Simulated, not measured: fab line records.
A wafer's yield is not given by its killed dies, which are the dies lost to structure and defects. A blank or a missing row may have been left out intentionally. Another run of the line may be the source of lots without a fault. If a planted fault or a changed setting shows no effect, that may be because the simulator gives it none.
Problem report, 8D (eight disciplines) form, completed by code	flow nand-harc	the parts of the form that need people (team, actions taken, sign-off) are left out

## 1. THE PROBLEM
oes-product-au at NHARC_P_BONDPAD_ETCH_12 reads a mean of 0.819 a.u. on 2 wafers of 2 lots; wafers without a fault read 0.932 a.u. with a standard deviation of 0.021. Measured from the usual mean, that is -5.4 standard deviations.
The step: etches the open film in CHF3/O2, target depth 200 nm, time 100 s.
First observed at day 14 22:48: wafer L518.3, on rie-diel-12. Wafers with a number at this step in the record: 42, from 14 lots. The rule behind "out" and "out of limits": a value lying over 4 standard deviations away from the usual mean. The rest of the wafers with a number are treated as sound.

## 2. WHAT IT IS, WHAT IT ISN'T
question	is	is not
which readings at this step	oes-product-au	drypump-motor-current-A, rf-vpp-V, showerhead-plenum-p-Torr, throttle-valve-pct
which lots	L518, L519	L498, L499, L500, L501, L502, L504, L505, L506, L507, L509, L511, L512
which wafers of those lots	L518.3, L519.5	L518.1, L518.6, L519.1, L519.4
read on which tools	rie-diel-12	rie-diel-05, rie-diel-08
when	from day 14 22:48	up to then (38 sound wafers); but 2 sound wafers of L519 came after

## 3. SUSPECTS, AND WHAT RULES EACH OUT
Counting: if a tool at a process step up to the reading ran every lot that is out, it stays a suspect. Sound lots after the first of them don't rule it out here, since some wafers of a struck lot are sound.
- rie-diel-12 at NHARC_P_BONDPAD_ETCH_12 (etches the open film in CHF3/O2, target depth 200 nm, time 100 s): kept. Every lot that is out went through it, the first being L518 (day 14 22:48); the last sound lot it ran before that was L511 (day 12 16:53). Out on those wafers are its own readings of oes-product-au.
- At NHARC_P_BONDPAD_ETCH_12, inside rie-diel-12: chamber 2 took the wafers that are out, while their sound lot-mates went through chambers 0, 1, 3.
Left after counting: rie-diel-12 at NHARC_P_BONDPAD_ETCH_12.

## 4. THE CAUSE (what the simulator had put in)
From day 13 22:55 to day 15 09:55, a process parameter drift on rie-diel-12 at NHARC_P_BONDPAD_ETCH_12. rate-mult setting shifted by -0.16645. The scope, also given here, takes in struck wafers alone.
After counting, this tool was the only one left.

## 5. THE EFFECT CHAIN, in route order
Each row: a reading whose mean over the struck wafers that have a number lies more than 3 standard deviations from the usual. Only readings for which the record gives a usual standard deviation are gone through. hours: the time from each lot's start at the first step in this table that gives one to its start at this step, as a median over the lots. sigmas: the change in usual standard deviations.
hours	step	reading	usual	on struck wafers	change	sigmas
0	NHARC_P_BONDPAD_ETCH_12	oes-product-au	0.932 a.u.	0.819	-0.114	-5.4
The process steps in it:
- NHARC_P_BONDPAD_ETCH_12: etches the open film in CHF3/O2, target depth 200 nm, time 100 s.

## 6. HOW IT WOULD HAVE BEEN CAUGHT EARLIER
In this record no reading fell out of limits until day 14 22:48, 24 hours after the fault had begun at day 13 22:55.
